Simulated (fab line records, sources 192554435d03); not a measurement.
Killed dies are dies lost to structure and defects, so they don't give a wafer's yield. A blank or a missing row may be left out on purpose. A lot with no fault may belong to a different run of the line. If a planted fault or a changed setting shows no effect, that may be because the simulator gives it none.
fab line records ; flow n5Finfet
record lots=9; wafers=27; lastDay=17
route steps=1938 shown DUMMY_GATE@243 SPACER0@260 SD_EPI_N@268 BEOL_M4@1111 PASSIVATION@1936
lots that met no fault: taken from a fault-free run of the same line
startH: hours from the record's opening day to when the first of the lot's shown wafers began ; waitH: hours since the lot's step before ; " same as the row above ; L1.1+2: several wafers, shown together as one row ; - no value present, or no start provided ; * or withheld: withheld ; < > ~ a bound
route shown NAME@n: a module of which the file shows steps, and the number in the route of the first ; usual: average and standard deviation across the fault-free wafers ; same: alike in all rows ; chamber/n: place in a boat ; sites: readings site by site ; _std_site: the standard deviation of these ; _edge_site: inner sites' mean taken away from outer sites' mean ; radiusMm: for every site, how far away it sits from the centre of the wafer ; mask NAME#n: copy n ; behind: the last tool/chamber to shape the wafer ; hold: reason for holding the lot/hours on hold/outcome of the hold ; device: whichever transistor did not switch (one of n, p or np) ; end of line: tests run on the same wafers once the route is complete ; step lacking rows: just its recipe ; killed: the dies lost at the first sort to structure and to defects; this is not the yield of the wafer ; map: the dies of a wafer, with x for killed, . for not killed, _ for no die there
set.NAME: the setting as run; set.NAME@STEP: as run at that earlier step ; model.NAME: the simulator's own value behind a step, which no gauge read
one table for each step of the route and one row for each wafer, over a sample of lots
services: from which hour (startH, from the record's first day; less than 0 if before it) a tool's chamber was out of use, for how many hours, and why
## steps
# step N5_DUMMY_GATE_ETCH_31
# recipe chemistry=C4F6/O2; target=SiO2; maskMaterial=SOC; targetDepthA=825; timeS=27.5; ionEnergyEv=250; pressureMtorr=30; sourceW=345; biasW=185; Ar_flow_sccm=300; C4F6_flow_sccm=10; O2_flow_sccm=10
# usual O2_flow_sccm=10.001/0.03; drypumpMotorCurrentA=5.6/0.48; oesProductAu=0.77/0.078; rfVppV=666/11; showerheadPlenumPTorr=2.86/0.098; throttleValvePct=21.13/0.26
lot.wafer;tool;chamber;startH;waitH;O2_flow_sccm;drypumpMotorCurrentA;oesProductAu;rfHoursCounterH;rfVppV;showerheadPlenumPTorr;throttleValvePct
L926.1;rieDiel-03;1;62.80;0.2;10.013;5.4;0.85;73;661;2.89;21.02
L926.2;rieDiel-03;0;62.80;0.2;9.992;5.6;0.85;60;654;2.87;20.93
L926.4;rieDiel-03;3;62.80;0.2;10.022;5.4;0.73;158;663;2.85;21.16
L930.2;rieDiel-05;2;83.69;0.0;10.020;6.4;0.71;186;677;2.71;21.37
L930.5;rieDiel-05;0;83.69;0.0;9.975;6.5;0.70;-;668;2.83;21.51
L930.6;rieDiel-05;3;83.69;0.0;9.979;5.5;0.78;-;651;2.75;21.31
L931.1;rieDiel-03;0;91.55;0.0;10.022;5.6;0.83;68;655;2.87;20.94
L931.2;rieDiel-03;1;91.55;0.0;9.998;5.5;0.84;79;660;2.89;21.05
L931.6;rieDiel-03;3;91.55;0.0;9.983;5.4;0.72;-;664;2.85;21.15
L932.2;rieDiel-05;0;95.21;0.1;10.008;6.4;0.70;206;668;2.83;21.52
L932.5;rieDiel-05;1;95.21;0.1;10.034;5.0;0.73;-;659;2.94;20.99
L932.6;rieDiel-05;2;95.21;0.1;9.994;6.4;0.71;-;676;2.71;21.39
L934.1;rieDiel-05;2;108.08;0.1;9.993;6.4;0.71;193;676;2.71;21.39
L934.3;rieDiel-05;0;108.08;0.1;9.968;6.5;0.70;210;668;2.83;21.50
L934.6;rieDiel-05;0;108.08;0.1;10.007;6.5;0.70;-;666;2.83;21.52
L937.3;rieDiel-05;1;125.71;0.0;9.936;5.0;0.72;189;657;2.94;20.98
L937.5;rieDiel-05;2;125.71;0.0;9.985;6.4;0.69;-;676;2.71;21.38
L937.6;rieDiel-05;1;125.71;0.0;9.975;5.0;0.73;-;660;2.94;20.99
L945.1;rieDiel-02;3;173.54;0.1;9.986;5.8;0.74;172;680;2.96;21.19
L945.4;rieDiel-02;1;173.54;0.1;10.045;5.4;0.88;32;675;2.89;20.84
L945.6;rieDiel-02;0;173.54;0.1;9.981;5.9;0.93;-;678;3.01;20.64
L946.2;rieDiel-02;1;179.95;0.0;9.973;5.4;0.87;34;676;2.89;20.84
L946.4;rieDiel-02;0;179.95;0.0;9.992;5.9;0.92;29;677;3.01;20.63
L946.6;rieDiel-02;0;179.95;0.0;10.053;5.9;0.92;-;679;3.01;20.63
L947.3;rieDiel-02;0;184.51;0.0;10.012;5.9;0.91;31;677;3.01;20.64
L947.4;rieDiel-02;3;184.51;0.0;10.032;5.8;0.73;174;679;2.95;21.18
L947.5;rieDiel-02;3;184.51;0.0;9.987;5.8;0.73;-;678;2.95;21.19
# step N5_DUMMY_GATE_INSPECT_27
# recipe inspectInstrument=brightfield; mode=aei
# usual rawDefectCount=277/64
lot.wafer;tool;chamber;startH;waitH;rawDefectCount
L926.1;defectInspect-02;-;63.61;0.0;212
L926.2;defectInspect-02;-;63.61;0.0;229
L926.4;defectInspect-02;-;63.61;0.0;232
L930.2;defectInspect-02;-;84.42;0.0;291
L930.5;defectInspect-02;-;84.42;0.0;206
L930.6;defectInspect-02;-;84.42;0.0;210
L931.1;defectInspect-02;-;92.31;0.0;311
L931.2;defectInspect-02;-;92.31;0.0;267
L931.6;defectInspect-02;-;92.31;0.0;376
L932.2;defectInspect-02;-;96.01;0.0;207
L932.5;defectInspect-02;-;96.01;0.0;257
L932.6;defectInspect-02;-;96.01;0.0;188
L934.1;defectInspect-01;-;108.81;0.0;220
L934.3;defectInspect-01;-;108.81;0.0;272
L934.6;defectInspect-01;-;108.81;0.0;240
L937.3;defectInspect-02;-;126.45;0.0;285
L937.5;defectInspect-02;-;126.45;0.0;272
L937.6;defectInspect-02;-;126.45;0.0;300
L945.1;defectInspect-01;-;174.27;0.0;453
L945.4;defectInspect-01;-;174.27;0.0;430
L945.6;defectInspect-01;-;174.27;0.0;388
L946.2;defectInspect-02;-;180.68;0.0;383
L946.4;defectInspect-02;-;180.68;0.0;206
L946.6;defectInspect-02;-;180.68;0.0;193
L947.3;defectInspect-01;-;185.24;0.0;267
L947.4;defectInspect-01;-;185.24;0.0;257
L947.5;defectInspect-01;-;185.24;0.0;257
# step N5_SPACER0_ALD_08
# recipe material=SiNx; targetThkA=20; tempC=400; aldPrecursorFamily=SiH2I2; aldCoReactant=N2/H2-plasma; pressureTorr=2
# usual chamberPressureTorr=2.000/0.0039; heaterPowerW=844/76
lot.wafer;tool;chamber;startH;waitH;chamberPressureTorr;heaterPowerW;sinceWetCleanH
L926.1;aldSin-03;3;64.16;0.1;2.005;774;251
L926.2;aldSin-03;0;64.16;0.1;2.000;723;251
L926.4;aldSin-03;1;64.16;0.1;1.994;914;251
L930.2;aldSin-03;3;85.88;0.1;2.008;779;273
L930.5;aldSin-03;2;85.88;0.1;1.996;796;-
L930.6;aldSin-03;1;85.88;0.1;2.007;913;-
L931.1;aldSin-03;0;93.33;0.1;2.003;745;281
L931.2;aldSin-03;1;93.33;0.1;2.004;942;281
L931.6;aldSin-03;1;93.33;0.1;1.997;938;-
L932.2;aldSin-04;0;96.46;0.1;1.996;845;88
L932.5;aldSin-04;3;96.46;0.1;2.006;769;-
L932.6;aldSin-04;2;96.46;0.1;2.006;920;-
L934.1;aldSin-03;0;109.26;0.1;2.006;736;297
L934.3;aldSin-03;3;109.26;0.1;2.000;778;297
L934.6;aldSin-03;2;109.26;0.1;1.991;815;-
L937.3;aldSin-01;1;126.89;0.1;2.002;876;27
L937.5;aldSin-01;0;126.89;0.1;2.002;947;-
L937.6;aldSin-01;3;126.89;0.1;1.994;808;-
L945.1;aldSin-01;1;175.18;0.1;1.999;887;75
L945.4;aldSin-01;3;175.18;0.1;2.000;800;75
L945.6;aldSin-01;1;175.18;0.1;1.997;900;-
L946.2;aldSin-04;0;182.26;0.1;1.996;848;174
L946.4;aldSin-04;1;182.26;0.1;2.005;833;174
L946.6;aldSin-04;2;182.26;0.1;2.000;921;-
L947.3;aldSin-01;3;185.68;0.1;2.004;806;86
L947.4;aldSin-01;0;185.68;0.1;2.001;954;86
L947.5;aldSin-01;2;185.68;0.1;1.998;806;-
# step N5_SD_EPI_N_PEB_07
# recipe pebTempC=110; pebTimeS=60; resist=CAR-ArF-block
# usual plateTempC=110.01/0.11
lot.wafer;tool;chamber;startH;waitH;plateTempC
L926.1;lithoTrack-03;0;64.68;0.1;110.06
L926.2;lithoTrack-03;0;64.68;0.1;109.94
L926.4;lithoTrack-03;0;64.68;0.1;109.94
L930.2;lithoTrack-04;0;86.26;0.0;109.77
L930.5;lithoTrack-04;0;86.26;0.0;110.07
L930.6;lithoTrack-04;0;86.26;0.0;109.86
L931.1;lithoTrack-04;0;93.70;0.1;109.93
L931.2;lithoTrack-04;0;93.70;0.1;109.89
L931.6;lithoTrack-04;0;93.70;0.1;109.97
L932.2;lithoTrack-02;0;96.95;0.0;109.99
L932.5;lithoTrack-02;0;96.95;0.0;110.28
L932.6;lithoTrack-02;0;96.95;0.0;110.00
L934.1;lithoTrack-02;0;109.65;0.1;110.04
L934.3;lithoTrack-02;0;109.65;0.1;110.02
L934.6;lithoTrack-02;0;109.65;0.1;109.97
L937.3;lithoTrack-03;0;127.26;0.0;110.02
L937.5;lithoTrack-03;0;127.26;0.0;109.88
L937.6;lithoTrack-03;0;127.26;0.0;109.85
L945.1;lithoTrack-03;0;175.54;0.1;110.63
L945.4;lithoTrack-03;0;175.54;0.1;110.75
L945.6;lithoTrack-03;0;175.54;0.1;110.91
L946.2;lithoTrack-03;0;182.75;0.0;110.60
L946.4;lithoTrack-03;0;182.75;0.0;110.92
L946.6;lithoTrack-03;0;182.75;0.0;110.82
L947.3;lithoTrack-04;0;186.18;0.0;110.36
L947.4;lithoTrack-04;0;186.18;0.0;109.99
L947.5;lithoTrack-04;0;186.18;0.0;110.00
# step N5_SD_EPI_N_CD_MEAS_09
# recipe targetCdNm=120; landingEnergyEv=500; detector=seInlens
# usual cdNm=119.9/0.54
lot.wafer;tool;chamber;startH;waitH;cdNm
L926.1;cdSem-03;0;64.75;-;120.1
L926.2;cdSem-03;0;64.75;-;120.1
L926.4;cdSem-03;0;64.75;-;120.2
L930.2;cdSem-02;0;86.32;-;119.6
L930.5;cdSem-02;0;86.32;-;120.0
L930.6;cdSem-02;0;86.32;-;119.9
L931.1;cdSem-02;0;93.76;-;119.5
L931.2;cdSem-02;0;93.76;-;120.1
L931.6;cdSem-02;0;93.76;-;119.7
L932.2;cdSem-03;0;97.01;-;119.9
L932.5;cdSem-03;0;97.01;-;120.2
L932.6;cdSem-03;0;97.01;-;119.2
L934.1;cdSem-03;0;109.72;-;119.6
L934.3;cdSem-03;0;109.72;-;119.5
L934.6;cdSem-03;0;109.72;-;119.7
L937.3;cdSem-02;0;127.33;-;120.3
L937.5;cdSem-02;0;127.33;-;119.3
L937.6;cdSem-02;0;127.33;-;120.4
L945.1;cdSem-03;0;175.61;-;122.3
L945.4;cdSem-03;0;175.61;-;123.5
L945.6;cdSem-03;0;175.61;-;122.1
L946.2;cdSem-03;0;182.81;-;121.5
L946.4;cdSem-03;0;182.81;-;122.8
L946.6;cdSem-03;0;182.81;-;122.7
L947.3;cdSem-02;0;186.24;-;119.3
L947.4;cdSem-02;0;186.24;-;119.8
L947.5;cdSem-02;0;186.24;-;119.1
# step N5_BEOL_M4_RC_MEAS_101
# usual DIBL_N=36.4/1.5; DIBL_P=36.6/1.9; IOFF_N=0.155/0.021; IOFF_P=0.211/0.028; ION_N=671/8.6; ION_P=462/5.8; SS_N=71.5/0.5; SS_P=73.4/0.58; VT_N=250.1/2.4; VT_P=-250.1/3
lot.wafer;tool;chamber;startH;waitH;DIBL_N[mV/V];DIBL_P[mV/V];IOFF_N[nA/um];IOFF_P[nA/um];ION_N[uA/um];ION_P[uA/um];SS_N[mV/dec];SS_P[mV/dec];VT_N[mV];VT_P[mV]
L926.1;prober-01;0;178.75;0.0;36.4;37.3;0.155;0.241;671;472;71.1;73.9;248.2;-247.0
L926.2;prober-01;0;178.75;0.0;36.8;37.6;0.159;0.256;664;466;70.7;73.5;248.4;-247.3
L926.4;prober-01;0;178.75;0.0;36.8;38.0;0.158;0.251;675;469;71.4;74.1;250.2;-246.1
L930.2;prober-02;0;207.85;0.2;36.5;36.7;0.155;0.208;673;460;71.6;73.4;250.9;-250.0
L930.5;prober-02;0;207.85;0.2;34.8;33.9;0.126;0.179;664;459;71.2;72.0;250.4;-253.1
L930.6;prober-02;0;207.85;0.2;36.1;36.1;0.144;0.205;669;462;71.3;73.7;252.1;-252.4
L931.1;prober-01;0;208.23;0.0;37.1;38.8;0.171;0.237;675;466;72.0;73.4;248.3;-246.5
L931.2;prober-01;0;208.23;0.0;36.5;37.6;0.168;0.222;674;463;71.3;73.5;247.9;-247.4
L931.6;prober-01;0;208.23;0.0;36.7;38.3;0.163;0.237;675;464;71.5;73.5;249.0;-246.5
L932.2;prober-01;0;214.80;0.2;35.8;36.1;0.159;0.205;677;461;71.3;73.3;249.3;-251.5
L932.5;prober-01;0;214.80;0.2;37.2;38.0;0.187;0.236;683;462;71.7;73.5;245.6;-248.7
L932.6;prober-01;0;214.80;0.2;34.7;35.6;0.134;0.195;658;456;70.5;73.3;251.4;-252.2
L934.1;prober-02;0;230.69;0.0;35.1;37.2;0.155;0.237;672;468;71.5;73.1;249.5;-246.7
L934.3;prober-02;0;230.69;0.0;34.4;36.2;0.144;0.221;669;458;71.2;73.0;250.6;-246.5
L934.6;prober-02;0;230.69;0.0;33.7;35.3;0.133;0.204;662;461;71.7;72.8;252.6;-252.6
L937.3;prober-01;0;244.51;0.3;36.8;35.7;0.153;0.200;669;461;71.3;73.3;250.2;-250.9
L937.5;prober-01;0;244.51;0.3;36.4;34.3;0.132;0.178;669;457;71.5;72.7;254.0;-251.9
L937.6;prober-01;0;244.51;0.3;37.2;35.9;0.162;0.203;672;461;72.4;72.8;247.5;-250.6
L946.2;prober-01;0;297.41;0.2;32.6;33.7;0.128;0.168;670;469;71.4;72.8;252.5;-250.6
L946.4;prober-01;0;297.41;0.2;34.9;35.5;0.152;0.209;677;471;71.3;73.7;249.9;-246.6
L946.6;prober-01;0;297.41;0.2;34.2;34.8;0.143;0.188;679;467;71.7;73.1;251.6;-253.1
L945.1;prober-01;0;303.81;0.0;39.8;41.7;0.233;0.282;702;480;72.2;74.6;243.9;-246.3
L945.4;prober-01;0;303.81;0.0;39.0;41.0;0.208;0.272;686;467;72.0;74.7;247.7;-247.1
L945.6;prober-01;0;303.81;0.0;38.5;39.3;0.171;0.232;672;463;71.9;73.8;251.6;-249.3
L947.3;prober-02;0;308.56;0.3;37.5;37.3;0.160;0.168;675;452;72.1;73.6;248.8;-257.4
L947.4;prober-02;0;308.56;0.3;36.8;37.3;0.155;0.173;675;458;70.9;73.6;248.2;-256.5
L947.5;prober-02;0;308.56;0.3;38.2;38.1;0.175;0.183;691;461;71.8;73.1;247.3;-256.1
# step N5_PASSIVATION_PROBE_49
# usual defectLimitedYield=91.5/1.4; killed_at_M0_to_M3=33/10; killed_at_M4_up=13/5; killedAtContacts=13/5.6; killedAtFrontEnd=38/12; killedAtOther=3.9/2.7; killedDies=100/16; killedOpen=66/13; killedShort=32/7.2; sort_bin_5_function=5.0/0.97; sort_bin_6_memory=3.2/0.61; sortNPass=1080/16; sortYieldPct=91.5/1.4
# same grossDies=1180; killedAtBackSide=0; sort_bin_4_leakage[%]=0; sort_bin_8_speed[%]=0
lot.wafer;tool;chamber;startH;waitH;defectLimitedYield[%];killed_at_M0_to_M3;killed_at_M4_up;killedAtContacts;killedAtFrontEnd;killedAtOther;killedDies;killedOpen;killedShort;sort_bin_5_function[%];sort_bin_6_memory[%];sortNPass;sortYieldPct[%]
L926.1;prober-01;-;283.11;0.0;92.8;26;12;8;29;10;85;47;34;4.6;2.3;1095;92.8
L926.2;prober-01;-;283.16;0.1;92.5;35;17;13;20;3;88;59;29;4.6;2.8;1092;92.5
L926.4;prober-01;-;283.26;0.2;94.1;25;13;9;22;1;70;46;22;3.6;2.1;1110;94.1
L930.2;prober-01;-;309.61;0.1;91.8;42;12;19;21;3;97;67;29;4.8;3.1;1083;91.8
L930.5;prober-01;-;309.76;0.2;93.3;31;7;5;24;12;79;44;35;3.7;2.4;1101;93.3
L930.6;prober-01;-;309.81;0.3;93.4;21;4;14;33;6;78;45;33;3.7;2.5;1102;93.4
L931.1;prober-01;-;314.04;0.4;94.0;26;14;8;21;2;71;53;18;3.6;2.4;1109;94.0
L931.2;prober-01;-;314.09;0.5;93.1;21;12;11;35;3;82;59;23;4.2;2.5;1098;93.1
L931.6;prober-01;-;314.29;0.7;94.9;15;15;6;23;1;60;39;17;2.3;2.5;1120;94.9
L932.2;prober-01;-;314.39;0.4;91.2;30;9;16;44;5;104;62;37;4.6;3.8;1076;91.2
L932.5;prober-01;-;314.54;0.5;90.9;30;12;15;48;2;107;65;35;5.7;3.0;1073;90.9
L932.6;prober-01;-;314.59;0.6;91.6;30;15;11;39;4;99;64;33;5.6;2.7;1081;91.6
L934.1;prober-02;-;327.12;0.0;92.8;21;21;15;25;3;85;63;21;4.0;3.1;1095;92.8
L934.3;prober-02;-;327.22;0.1;91.3;36;13;12;41;1;103;61;40;4.8;3.6;1077;91.3
L934.6;prober-02;-;327.37;0.3;90.0;27;18;23;44;6;118;80;37;6.1;3.6;1062;90.0
L937.3;prober-02;-;342.83;0.1;90.7;38;10;6;51;5;110;62;45;4.7;4.1;1070;90.7
L937.5;prober-02;-;342.93;0.2;91.8;26;6;7;55;3;97;48;47;4.5;3.2;1083;91.8
L937.6;prober-02;-;342.98;0.3;90.7;28;13;13;51;5;110;65;43;4.6;4.3;1070;90.7
L946.2;prober-01;-;400.72;0.1;89.2;39;17;12;56;3;127;81;40;6.4;3.6;1053;89.2
L946.4;prober-01;-;400.82;0.2;89.9;33;5;19;62;0;119;88;31;6.4;3.1;1061;89.9
L946.6;prober-01;-;400.92;0.3;90.3;55;7;13;40;0;115;66;44;5.0;3.8;1065;90.3
L947.3;prober-01;-;413.66;0.1;90.5;35;11;11;49;6;112;81;31;4.9;4.4;1068;90.5
L947.4;prober-01;-;413.71;0.2;93.3;32;18;9;17;3;79;53;23;4.3;2.3;1101;93.3
L947.5;prober-01;-;413.76;0.2;92.7;24;9;17;35;1;86;60;26;3.6;3.4;1094;92.7
L945.1;prober-02;-;414.29;0.0;91.6;20;19;9;49;2;99;70;29;4.9;3.1;1081;91.6
L945.4;prober-02;-;414.44;0.2;93.1;12;20;12;35;3;82;57;25;4.2;2.5;1098;93.1
L945.6;prober-02;-;414.54;0.3;93.6;19;16;11;26;4;76;54;22;3.4;3.1;1104;93.6
# killed by level:class
L926.1 BEOL_M2:geometricParticle:open=8 MOL_CONTACT_COAG:geometricParticle:open=6 BEOL_M4:geometricParticle:short=6 STI_FIN_REVEAL:geometricParticle:open=5 STARTING-WAFER:geometricParticle:open=5 BEOL_M0_SAQP:geometricParticle:open=4 GATE_CUT:geometricParticle:short=3 BEOL_M0_SAQP:geometricParticle:short=3
L926.2 MOL_CONTACT_COAG:geometricParticle:open=12 BEOL_M4:geometricParticle:open=10 BEOL_M0_SAQP:geometricParticle:open=7 BEOL_M1:geometricParticle:open=7 BEOL_M1:geometricParticle:short=7 FIN_SAQP:geometricParticle:short=5 FIN_SAQP:geometricParticle:open=4 BEOL_M0_SAQP:geometricParticle:short=4
L926.4 MOL_CONTACT_COAG:geometricParticle:open=8 BEOL_M0_SAQP:geometricParticle:short=8 BEOL_M1:geometricParticle:open=6 BEOL_M0_SAQP:geometricParticle:open=6 BEOL_M4:geometricParticle:open=5 BEOL_M4:geometricParticle:short=5 STARTING-WAFER:geometricParticle:short=4 FIN_SAQP:geometricParticle:short=3
L930.2 MOL_CONTACT_COAG:geometricParticle:open=18 BEOL_M1:geometricParticle:open=13 BEOL_M0_SAQP:geometricParticle:open=7 BEOL_M4:geometricParticle:open=6 BEOL_M3:geometricParticle:open=5 FIN_SAQP:geometricParticle:short=4 STI_FIN_REVEAL:geometricParticle:open=4 GATE_CUT:geometricParticle:short=4
L930.5 BEOL_M0_SAQP:geometricParticle:short=10 FIN_SAQP:geometricParticle:open=9 PASS1_DEP:geometricParticle:short=8 BEOL_M0_SAQP:geometricParticle:open=7 FIN_SAQP:geometricParticle:short=5 BEOL_M3:geometricParticle:open=5 GATE_CUT:geometricParticle:short=4 MOL_CONTACT_COAG:geometricParticle:open=4
L930.6 FIN_SAQP:geometricParticle:short=12 MOL_CONTACT_COAG:geometricParticle:open=11 FIN_SAQP:geometricParticle:open=9 BEOL_M2:geometricParticle:open=6 BEOL_M1:geometricParticle:open=5 BEOL_M0_SAQP:geometricParticle:open=4 MOL_CONTACT_COAG:geometricParticle:short=3 BEOL_M0_SAQP:geometricParticle:short=3
L931.1 STI_FIN_REVEAL:geometricParticle:open=8 BEOL_M0_SAQP:geometricParticle:open=7 MOL_CONTACT_COAG:geometricParticle:open=6 BEOL_M0_SAQP:geometricParticle:short=5 DUMMY_GATE:geometricParticle:open=4 BEOL_M2:geometricParticle:open=4 BEOL_M3:geometricParticle:open=4 BEOL_M4:geometricParticle:open=4
L931.2 STI_FIN_REVEAL:geometricParticle:open=13 MOL_CONTACT_COAG:geometricParticle:open=10 STI_FIN_REVEAL:geometricParticle:short=5 BEOL_M3:geometricParticle:open=5 BEOL_M2:geometricParticle:open=4 STARTING-WAFER:geometricParticle:short=4 BEOL_M0_SAQP:geometricParticle:open=3 BEOL_M0:geometricParticle:short=3
L931.6 MOL_CONTACT_COAG:geometricParticle:open=5 BEOL_M1:geometricParticle:open=5 STI_FIN_REVEAL:geometricParticle:open=4 BEOL_M4:geometricParticle:open=4 BEOL_M0_SAQP:geometricParticle:open=3 DUMMY_GATE:geometricParticle:short=2 DUMMY_GATE:geometricParticle:open=2 GATE_CUT:geometricParticle:short=2
L932.2 STI_FIN_REVEAL:geometricParticle:open=15 MOL_CONTACT_COAG:geometricParticle:open=12 FIN_SAQP:geometricParticle:open=11 BEOL_M0_SAQP:geometricParticle:short=10 FIN_SAQP:geometricParticle:short=8 BEOL_M0_SAQP:geometricParticle:open=6 STI_FIN_REVEAL:geometricParticle:short=4 MOL_CONTACT_COAG:geometricParticle:short=4
L932.5 STI_FIN_REVEAL:geometricParticle:open=22 MOL_CONTACT_COAG:geometricParticle:open=11 BEOL_M1:geometricParticle:open=8 FIN_SAQP:geometricParticle:short=6 BEOL_M2:geometricParticle:short=5 STI_FIN_REVEAL:geometricParticle:short=4 MOL_CONTACT_COAG:geometricParticle:short=4 BEOL_M2:geometricParticle:open=4
L932.6 MOL_CONTACT_COAG:geometricParticle:open=10 STI_FIN_REVEAL:geometricParticle:open=9 GATE_CUT:geometricParticle:short=9 BEOL_M4:geometricParticle:open=9 BEOL_M0:geometricParticle:open=6 FIN_SAQP:geometricParticle:open=5 BEOL_M0_SAQP:geometricParticle:short=5 BEOL_M0_SAQP:geometricParticle:open=5
L934.1 MOL_CONTACT_COAG:geometricParticle:open=11 BEOL_M2:geometricParticle:open=9 BEOL_M4:geometricParticle:open=8 BEOL_M5:geometricParticle:open=6 BEOL_M1:geometricParticle:open=6 FIN_SAQP:geometricParticle:short=4 STI_FIN_REVEAL:geometricParticle:open=4 GATE_CUT:geometricParticle:open=4
L934.3 STI_FIN_REVEAL:geometricParticle:open=12 MOL_CONTACT_COAG:geometricParticle:open=8 FIN_SAQP:geometricParticle:short=7 BEOL_M0_SAQP:geometricParticle:short=7 BEOL_M1:geometricParticle:open=7 BEOL_M4:geometricParticle:open=7 BEOL_M0_SAQP:geometricParticle:open=6 BEOL_M2:geometricParticle:open=5
L934.6 STI_FIN_REVEAL:geometricParticle:open=18 MOL_CONTACT_COAG:geometricParticle:open=17 FIN_SAQP:geometricParticle:short=8 BEOL_M2:geometricParticle:open=7 MOL_CONTACT_COAG:geometricParticle:short=6 BEOL_M3:geometricParticle:open=6 STI_FIN_REVEAL:geometricParticle:short=5 BEOL_M5:geometricParticle:open=5
L937.3 FIN_SAQP:geometricParticle:short=11 STI_FIN_REVEAL:geometricParticle:open=11 BEOL_M0_SAQP:geometricParticle:short=11 BEOL_M0_SAQP:geometricParticle:open=10 FIN_SAQP:geometricParticle:open=8 BEOL_M2:geometricParticle:open=6 BEOL_M5:geometricParticle:open=5 GATE_CUT:geometricParticle:open=4
L937.5 BEOL_M0_SAQP:geometricParticle:short=15 FIN_SAQP:geometricParticle:short=14 FIN_SAQP:geometricParticle:open=11 STI_FIN_REVEAL:geometricParticle:open=10 GATE_CUT:geometricParticle:short=7 MOL_CONTACT_COAG:geometricParticle:open=6 BEOL_M0_SAQP:geometricParticle:open=5 BEOL_M5:geometricParticle:open=4
L937.6 FIN_SAQP:geometricParticle:open=14 STI_FIN_REVEAL:geometricParticle:open=10 FIN_SAQP:geometricParticle:short=9 MOL_CONTACT_COAG:geometricParticle:open=9 BEOL_M0_SAQP:geometricParticle:open=7 BEOL_M0_SAQP:geometricParticle:short=7 GATE_CUT:geometricParticle:open=6 BEOL_M1:geometricParticle:short=6
L946.2 STI_FIN_REVEAL:geometricParticle:open=16 FIN_SAQP:geometricParticle:open=13 BEOL_M0_SAQP:geometricParticle:open=13 FIN_SAQP:geometricParticle:short=10 BEOL_M3:geometricParticle:open=10 MOL_CONTACT_COAG:geometricParticle:open=8 BEOL_M1:geometricParticle:open=5 MOL_CONTACT_COAG:geometricParticle:short=4
L946.4 FIN_SAQP:geometricParticle:open=18 STI_FIN_REVEAL:geometricParticle:open=17 MOL_CONTACT_COAG:geometricParticle:open=14 BEOL_M3:geometricParticle:open=11 BEOL_M0_SAQP:geometricParticle:open=9 FIN_SAQP:geometricParticle:short=8 STARTING-WAFER:geometricParticle:open=6 MOL_CONTACT_COAG:geometricParticle:short=5
L946.6 BEOL_M3:geometricParticle:open=21 FIN_SAQP:geometricParticle:short=14 BEOL_M0_SAQP:geometricParticle:short=14 MOL_CONTACT_COAG:geometricParticle:open=12 BEOL_M0_SAQP:geometricParticle:open=9 FIN_SAQP:geometricParticle:open=7 GATE_CUT:geometricParticle:short=4 STI_FIN_REVEAL:geometricParticle:open=3
L947.3 STI_FIN_REVEAL:geometricParticle:open=15 BEOL_M0_SAQP:geometricParticle:open=11 MOL_CONTACT_COAG:geometricParticle:open=10 DUMMY_GATE:geometricParticle:open=7 BEOL_M0_SAQP:geometricParticle:short=7 BEOL_M1:geometricParticle:open=6 BEOL_M4:geometricParticle:open=6 BEOL_M2:geometricParticle:open=5
L947.4 BEOL_M4:geometricParticle:open=9 BEOL_M0_SAQP:geometricParticle:open=8 BEOL_M0_SAQP:geometricParticle:short=7 MOL_CONTACT_COAG:geometricParticle:open=6 BEOL_M1:geometricParticle:open=5 BEOL_M2:geometricParticle:open=5 FIN_SAQP:geometricParticle:open=4 STI_FIN_REVEAL:geometricParticle:open=3
L947.5 MOL_CONTACT_COAG:geometricParticle:open=15 STI_FIN_REVEAL:geometricParticle:open=7 BEOL_M0_SAQP:geometricParticle:short=5 BEOL_M3:geometricParticle:open=5 STARTING-WAFER:geometricParticle:open=5 BEOL_M0_SAQP:geometricParticle:open=4 FIN_SAQP:geometricParticle:short=3 DUMMY_GATE:geometricParticle:open=3
L945.1 FIN_SAQP:geometricParticle:open=17 BEOL_M4:geometricParticle:open=12 FIN_SAQP:geometricParticle:short=8 MOL_CONTACT_COAG:geometricParticle:open=8 BEOL_M0_SAQP:geometricParticle:open=6 DUMMY_GATE:geometricParticle:short=4 GATE_CUT:geometricParticle:short=4 BEOL_M3:geometricParticle:open=4
L945.4 FIN_SAQP:geometricParticle:open=12 BEOL_M4:geometricParticle:open=9 MOL_CONTACT_COAG:geometricParticle:open=8 FIN_SAQP:geometricParticle:short=4 STI_FIN_REVEAL:geometricParticle:open=4 MOL_CONTACT_COAG:geometricParticle:short=4 STARTING-WAFER:geometricParticle:open=4 BEOL_M1:geometricParticle:open=3
L945.6 BEOL_M4:geometricParticle:open=11 MOL_CONTACT_COAG:geometricParticle:open=9 FIN_SAQP:geometricParticle:short=6 BEOL_M1:geometricParticle:open=6 BEOL_M0_SAQP:geometricParticle:open=5 FIN_SAQP:geometricParticle:open=3 STI_FIN_REVEAL:geometricParticle:open=3 GATE_CUT:geometricParticle:short=3
## services
tool;chamber;startH;hours;kind
aldSin-01;-;46.61;14.6;pm
rieDiel-02;1;50.08;-;clean
rieDiel-02;1;50.08;-;consumableReplace:focusRing
rieDiel-02;1;50.08;16.5;scheduledDown
rieDiel-02;1;50.08;16.5;ventCycle
aldSin-03;2;56.11;4.3;repair
rieDiel-02;0;66.60;-;clean
aldSin-04;2;66.71;6.5;repair
rieDiel-03;1;71.18;4.8;repair
aldSin-01;-;76.81;6.0;pm
rieDiel-05;1;79.88;4.9;repair
aldSin-01;-;86.21;14.0;pm
lithoTrack-03;-;90.59;-;consumableReplace:filter
rieDiel-02;1;110.06;6.0;repair
rieDiel-03;-;130.92;0.7;repair
rieDiel-02;-;140.34;0.4;repair
aldSin-03;2;148.19;5.8;repair
rieDiel-03;1;149.89;4.6;repair
aldSin-04;2;163.53;5.6;repair
aldSin-03;-;176.83;14.0;pm
aldSin-03;0;176.83;14.0;ventCycle
aldSin-03;1;176.83;14.0;ventCycle
aldSin-03;2;176.83;14.0;ventCycle
aldSin-03;3;176.83;14.0;ventCycle
## key
firstSign step=N5_SD_EPI_N_PEB_07; reading=plateTempC; direction=up; sigmas=6.7; usual=*; struck=*
effect step=N5_SD_EPI_N_CD_MEAS_09; reading=cdNm; direction=up; sigmas=4.7; usual=119.9; struck=122.5
metAt N5_SD_EPI_N_PEB_07
struckLots L945,L946
notActingAt N5_DUMMY_GATE_ETCH_31,N5_DUMMY_GATE_INSPECT_27,N5_SPACER0_ALD_08
onsetBetween 127.26 175.54
fault kind=processParameterDrift; tool=lithoTrack-03; chamber=-; onsetH=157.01; steps=N5_SD_EPI_N_PEB_07; channel=pebTempC; offset=*; shape=step; endH=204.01; actsIn=*; stated=*
